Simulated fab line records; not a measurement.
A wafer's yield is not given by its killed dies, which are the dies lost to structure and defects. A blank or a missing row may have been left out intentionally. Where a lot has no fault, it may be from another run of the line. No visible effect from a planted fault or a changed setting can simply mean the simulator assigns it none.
Which tool is to blame? -- flow nand_harc -- 24 lots, 72 wafers sampled, at 6 steps of a route of 1302

== WHAT THE GAUGES READ, wafer by wafer ==
NHARC_A_SOURCE_PLATE_INSPECT_08.
lot,measured,on,raw_defect_count
L074,day 7 11:49,defect_inspect-02,68 55 36
L075,day 8 03:19,defect_inspect-01,51 48 48
L076,day 8 07:11,defect_inspect-01,29 28 50
L077,day 8 21:00,defect_inspect-02,32 45 44
L078,day 9 07:25,defect_inspect-01,77 55 75
L079,day 10 00:37,defect_inspect-01,76 38 52
L080,day 10 06:31,defect_inspect-02,39 38 70
L081,day 10 23:14,defect_inspect-02,72 115 68
L082,day 10 23:14,defect_inspect-01,69 53 85
L083,day 11 04:46,defect_inspect-02,32 37 28
L084,day 12 02:04,defect_inspect-01,59 70 87
L085,day 12 08:22,defect_inspect-01,43 35 32
L086,day 12 13:18,defect_inspect-02,75 98 85
L089,day 13 16:32,defect_inspect-01,31 63 66
L087,day 13 16:32,defect_inspect-02,43 39 65
L088,day 13 20:16,defect_inspect-02,56 34 56
L091,day 14 15:55,defect_inspect-01,29 48 55
L090,day 14 15:55,defect_inspect-02,42 41 22
L092,day 15 08:42,defect_inspect-01,98 114 68
L093,day 15 13:44,defect_inspect-01,53 36 41
L094,day 16 00:41,defect_inspect-01,70 47 51
L095,day 16 08:32,defect_inspect-01,80 53 55
L096,day 16 22:01,defect_inspect-02,31 68 70
L097,day 17 09:33,defect_inspect-02,43 54 27

NHARC_A_DECK1_JOINT_THK_MEAS_14: measures by ellipsometry.
lot,measured,on,thk_nm (nm)
L074,day 11 02:32,film_metro-02,50.8 53.3 51.0
L075,day 11 20:31,film_metro-01,52.8 52.3 49.9
L076,day 11 20:31,film_metro-02,50.2 49.8 49.9
L077,day 12 07:38,film_metro-02,48.7 52.4 50.3
L078,day 12 20:48,film_metro-01,50.0 49.8 52.2
L079,day 13 13:32,film_metro-01,53.0 52.7 52.3
L080,day 13 21:49,film_metro-02,54.3 54.9 53.1
L081,day 14 16:16,film_metro-02,51.8 48.9 47.4
L082,day 14 16:16,film_metro-01,53.9 50.6 54.5
L083,day 14 21:05,film_metro-02,50.3 50.2 49.8
L084,day 15 20:22,film_metro-02,52.4 50.2 52.2
L085,day 15 20:21,film_metro-01,49.1 50.0 51.7
L086,day 16 04:18,film_metro-02,49.5 51.4 53.0
L089,day 17 12:47,film_metro-01,50.4 51.8 49.4
L087,day 17 07:25,film_metro-02,50.5 49.8 52.7
L088,day 17 07:25,film_metro-01,52.5 51.2 52.1
L091,day 18 04:25,film_metro-02,51.9 51.7 53.6
L090,day 18 04:25,film_metro-01,51.4 48.5 51.4
L092,day 18 19:56,film_metro-02,54.0 54.4 53.5
L093,day 19 03:42,film_metro-01,50.5 51.0 49.6
L094,day 19 15:18,film_metro-01,52.0 53.0 50.9
L095,day 20 01:22,film_metro-02,51.4 52.0 51.9
L096,day 20 09:47,film_metro-01,51.2 47.7 51.0
L097,day 21 01:04,film_metro-02,52.8 51.6 52.7

== TOOL THAT RAN EACH LOT (tool first, then ch and the chambers of the sampled wafers, then the start) ==
lot,NHARC_A_CHANNEL_HOLE_D1_DESCUM_15,NHARC_A_CHANNEL_HOLE_D1_ETCH_24,NHARC_A_CHANNEL_FILL_D1_ALD_02,NHARC_A_CHANNEL_FILL_D1_ALD_14
L074,"rie_diel-06 ch 0,1,3, day 8 06:54","har_etch-02 ch 0,1, day 8 10:19","ald_hk-03 ch 0,2,3, day 8 15:19","ald_hk-04 ch 0,1, day 8 22:11"
L075,"rie_diel-02 ch 1,2,3, day 8 21:26","har_etch-01 ch 0,1, day 9 03:02","ald_hk-02 ch 0,1,2, day 9 06:57","ald_hk-04 ch 0,1,3, day 9 13:54"
L076,"rie_diel-06 ch 2,3, day 8 21:43","har_etch-02 ch 0,1, day 9 04:09","ald_hk-04 ch 0,1,3, day 9 08:04","ald_hk-03 ch 1,2,3, day 9 13:53"
L077,"rie_diel-05 ch 1,3, day 9 13:17","har_etch-01 ch 0,1, day 9 16:44","ald_hk-02 ch 0,2,3, day 9 21:13","ald_hk-04 ch 0,1,3, day 10 04:04"
L078,"rie_diel-02 ch 1,2,3, day 9 23:52","har_etch-01 ch 0,1, day 10 03:15","ald_hk-02 ch 0,2,3, day 10 07:53","ald_hk-02 ch 0,2,3, day 10 14:53"
L079,"rie_diel-02 ch 1,2,3, day 10 17:38","har_etch-01 ch 0,1, day 10 21:02","ald_hk-04 ch 0,1,3, day 11 00:42","ald_hk-03 ch 0,1,3, day 11 07:41"
L080,"rie_diel-02 ch 1,2, day 11 01:52","har_etch-01 ch 0,1, day 11 06:37","ald_hk-03 ch 1,3, day 11 10:16","ald_hk-02 ch 0,3, day 11 17:45"
L081,"rie_diel-02 ch 0,2, day 11 21:44","har_etch-01 ch 0,1, day 12 01:09","ald_hk-04 ch 0,1,3, day 12 04:50","ald_hk-03 ch 1,2,3, day 12 12:35"
L082,"rie_diel-02 ch 0,1, day 11 23:01","har_etch-02 ch 0,1, day 12 02:29","ald_hk-03 ch 2,3, day 12 06:17","ald_hk-02 ch 0,1,2, day 12 12:39"
L083,"rie_diel-02 ch 0,1,3, day 12 01:52","har_etch-01 ch 0,1, day 12 05:11","ald_hk-03 ch 0,2,3, day 12 08:56","ald_hk-03 ch 0,2,3, day 12 15:54"
L084,"rie_diel-02 ch 0,1,3, day 12 22:40","har_etch-02 ch 0,1, day 13 03:13","ald_hk-03 ch 1,2,3, day 13 06:53","ald_hk-04 ch 2,3, day 13 13:49"
L085,"rie_diel-05 ch 0,1,2, day 12 22:57","har_etch-01 ch 0,1, day 13 06:25","ald_hk-04 ch 2,3, day 13 10:12","ald_hk-02 ch 0,1,2, day 13 17:12"
L086,"rie_diel-02 ch 0,1, day 13 06:05","har_etch-02 ch 0, day 13 11:49","ald_hk-02 ch 1,2,3, day 13 17:34","ald_hk-03 ch 0,3, day 14 00:28"
L089,"rie_diel-02 ch 0,3, day 14 12:59","har_etch-02 ch 0,1, day 14 16:34","ald_hk-02 ch 0,2, day 14 20:18","ald_hk-02 ch 0,3, day 15 03:14"
L087,"rie_diel-02 ch 0,3, day 14 13:19","har_etch-01 ch 0,1, day 14 17:07","ald_hk-02 ch 1,2, day 14 20:52","ald_hk-04 ch 0,1,2, day 15 03:19"
L088,"rie_diel-02 ch 1,2,3, day 14 14:56","har_etch-02 ch 0, day 14 20:45","ald_hk-02 ch 0,1,2, day 15 00:27","ald_hk-02 ch 0,1,3, day 15 07:29"
L091,"rie_diel-06 ch 0,2, day 15 10:49","har_etch-02 ch 0,1, day 15 14:16","ald_hk-04 ch 0,2,3, day 15 18:26","ald_hk-03 ch 0,1, day 16 01:29"
L090,"rie_diel-05 ch 0,1, day 15 11:15","har_etch-01 ch 1, day 15 16:11","ald_hk-04 ch 0,1,3, day 15 19:59","ald_hk-02 ch 0,2,3, day 16 01:29"
L092,"rie_diel-02 ch 0,1, day 16 01:02","har_etch-02 ch 0,1, day 16 04:22","ald_hk-04 ch 0,2,3, day 16 08:40","ald_hk-04 ch 0,1,3, day 16 15:40"
L093,"rie_diel-02 ch 0,2,3, day 16 06:00","har_etch-02 ch 0,1, day 16 09:19","ald_hk-04 ch 0,2,3, day 16 13:07","ald_hk-04 ch 0,1,2, day 16 20:08"
L094,"rie_diel-02 ch 0,1,2, day 16 19:58","har_etch-01 ch 0,1, day 17 00:44","ald_hk-04 ch 1,3, day 17 04:35","ald_hk-04 ch 0,2,3, day 17 11:35"
L095,"rie_diel-02 ch 0,3, day 17 07:31","har_etch-01 ch 0,1, day 17 10:48","ald_hk-04 ch 1,2, day 17 14:40","ald_hk-02 ch 0,1, day 17 21:43"
L096,"rie_diel-05 ch 0,2,3, day 17 15:34","har_etch-02 ch 0,1, day 17 19:00","ald_hk-02 ch 1,2,3, day 17 22:43","ald_hk-04 ch 0,1, day 18 05:40"
L097,"rie_diel-02 ch 0,3, day 18 07:36","har_etch-02 ch 0,1, day 18 11:10","ald_hk-04 ch 0,1,2, day 18 14:55","ald_hk-03 ch 2,3, day 18 21:40"
- NHARC_A_CHANNEL_HOLE_D1_DESCUM_15: chemistry O2, time 3 s.
- NHARC_A_CHANNEL_HOLE_D1_ETCH_24: etches the open film in C4F8/O2/Ar, time 906.2 s, target depth 1500 nm.
- NHARC_A_CHANNEL_FILL_D1_ALD_02: deposits SiO2, target thk 6 nm, pulse time 10 s, ald cycles 60.
- NHARC_A_CHANNEL_FILL_D1_ALD_14: deposits SiO2, target thk 2.5 nm, pulse time 10 s, ald cycles 25.

== WHAT THE TOOLS THEMSELVES READ (means of the sampled wafers that have a number; where no wafer has one, the mark that the record gives instead) ==
NHARC_A_CHANNEL_HOLE_D1_DESCUM_15.
lot,tool,drypump_motor_current_A (A),oes_product_au (a.u.),rf_vpp_V (V),showerhead_plenum_p_Torr (Torr),throttle_valve_pct (%)
L074,rie_diel-06,5.9,0.993,57.9,1.93,11.311
L075,rie_diel-02,5.4,0.993,57.9,1.95,11.313
L076,rie_diel-06,5.5,1.010,56.9,1.87,11.314
L077,rie_diel-05,4.8,1.000,57.8,1.83,11.311
L078,rie_diel-02,5.4,0.999,57.7,1.95,11.318
L079,rie_diel-02,5.4,0.996,58.1,1.95,11.313
L080,rie_diel-02,5.8,1.012,58.0,1.96,11.308
L081,rie_diel-02,5.9,0.996,57.1,1.92,11.318
L082,rie_diel-02,5.6,1.007,58.1,1.95,11.319
L083,rie_diel-02,5.4,1.002,58.7,1.92,11.313
L084,rie_diel-02,5.4,1.005,57.9,1.92,11.301
L085,rie_diel-05,5.4,1.006,58.5,1.86,11.313
L086,rie_diel-02,5.7,0.995,56.9,1.90,11.313
L089,rie_diel-02,5.5,0.993,57.8,1.87,11.315
L087,rie_diel-02,5.5,0.987,56.8,1.87,11.305
L088,rie_diel-02,5.4,0.998,58.0,1.95,11.305
L091,rie_diel-06,5.2,1.014,58.4,1.93,11.310
L090,rie_diel-05,5.1,1.010,57.7,1.87,11.300
L092,rie_diel-02,5.7,0.996,58.0,1.90,11.311
L093,rie_diel-02,5.5,0.994,57.6,1.90,11.315
L094,rie_diel-02,5.7,0.993,58.1,1.93,11.305
L095,rie_diel-02,5.2,1.000,57.9,1.88,11.298
L096,rie_diel-05,5.5,0.991,57.4,1.83,11.313
L097,rie_diel-02,5.5,1.010,57.3,1.87,11.315

NHARC_A_CHANNEL_HOLE_D1_ETCH_24.
lot,tool,drypump_motor_current_A (A),showerhead_plenum_p_Torr (Torr),throttle_valve_pct (%)
L074,har_etch-02,5.88,3.51,32.239
L075,har_etch-01,5.95,3.73,32.228
L076,har_etch-02,5.88,3.51,32.227
L077,har_etch-01,5.92,3.72,32.226
L078,har_etch-01,5.80,3.72,32.234
L079,har_etch-01,5.93,3.72,32.242
L080,har_etch-01,5.82,3.71,32.240
L081,har_etch-01,5.95,3.70,32.241
L082,har_etch-02,5.88,3.49,32.235
L083,har_etch-01,5.81,3.70,32.237
L084,har_etch-02,5.76,3.56,32.239
L085,har_etch-01,5.84,3.70,32.245
L086,har_etch-02,5.66,3.65,32.242
L089,har_etch-02,5.75,3.73,32.233
L087,har_etch-01,5.79,3.69,32.241
L088,har_etch-02,5.63,3.64,32.240
L091,har_etch-02,5.90,3.82,32.230
L090,har_etch-01,5.71,3.68,32.241
L092,har_etch-02,5.78,3.72,32.233
L093,har_etch-02,5.76,3.72,32.233
L094,har_etch-01,5.95,3.67,32.223
L095,har_etch-01,5.92,3.66,32.237
L096,har_etch-02,5.88,3.81,32.236
L097,har_etch-02,5.78,3.71,32.236

NHARC_A_CHANNEL_FILL_D1_ALD_02.
lot,tool,heater_power_w (W),precursor_pulse_height_rel
L074,ald_hk-03,492,1.011
L075,ald_hk-02,482,1.024
L076,ald_hk-04,443,0.994
L077,ald_hk-02,477,0.994
L078,ald_hk-02,473,0.985
L079,ald_hk-04,446,1.011
L080,ald_hk-03,491,1.011
L081,ald_hk-04,443,1.002
L082,ald_hk-03,496,1.002
L083,ald_hk-03,475,0.989
L084,ald_hk-03,498,0.989
L085,ald_hk-04,416,0.991
L086,ald_hk-02,435,0.995
L089,ald_hk-02,516,0.998
L087,ald_hk-02,448,1.012
L088,ald_hk-02,486,1.004
L091,ald_hk-04,420,0.989
L090,ald_hk-04,443,1.009
L092,ald_hk-04,427,0.996
L093,ald_hk-04,426,1.000
L094,ald_hk-04,432,0.998
L095,ald_hk-04,435,1.008
L096,ald_hk-02,444,1.008
L097,ald_hk-04,449,1.003

NHARC_A_CHANNEL_FILL_D1_ALD_14.
lot,tool,heater_power_w (W),precursor_pulse_height_rel
L074,ald_hk-04,441,0.978
L075,ald_hk-04,440,0.997
L076,ald_hk-03,504,0.982
L077,ald_hk-04,445,0.989
L078,ald_hk-02,478,0.997
L079,ald_hk-03,468,1.004
L080,ald_hk-02,538,0.987
L081,ald_hk-03,502,0.994
L082,ald_hk-02,491,0.999
L083,ald_hk-03,468,0.985
L084,ald_hk-04,423,0.995
L085,ald_hk-02,476,0.993
L086,ald_hk-03,465,0.996
L089,ald_hk-02,503,0.991
L087,ald_hk-04,442,0.990
L088,ald_hk-02,510,0.969
L091,ald_hk-03,478,0.985
L090,ald_hk-02,466,0.980
L092,ald_hk-04,453,0.993
L093,ald_hk-04,453,1.011
L094,ald_hk-04,431,1.005
L095,ald_hk-02,533,0.997
L096,ald_hk-04,459,1.018
L097,ald_hk-03,511,0.980

== THE ANSWER, worked out from the rows above alone ==
Rule: the usual values come from the lots themselves. The widest of any qualifying gaps counts: lots, ordered by their means at a reading, are off when they make up no more than a third of the lots, leave a main group of 4 or more, and stand apart from it by 3 or more times the standard deviation of that group's means. A main group is skipped when, at the precision printed for the reading in the tables above, its means are all equal. A lot without any number at a reading at which 4 lots or more have one is off too. The other lots that the step has rows for count as sound. After the gauges, taken in route order, come the tools' own readings; for these a lot's mean is taken, as printed above. The first step at which some lot is off is used, and at that step the reading that is off furthest; a lot without a number counts as furthest.
Nothing can be told from this: no lot is off at any reading shown.

== WHAT THE SIMULATOR HAD PUT IN ==
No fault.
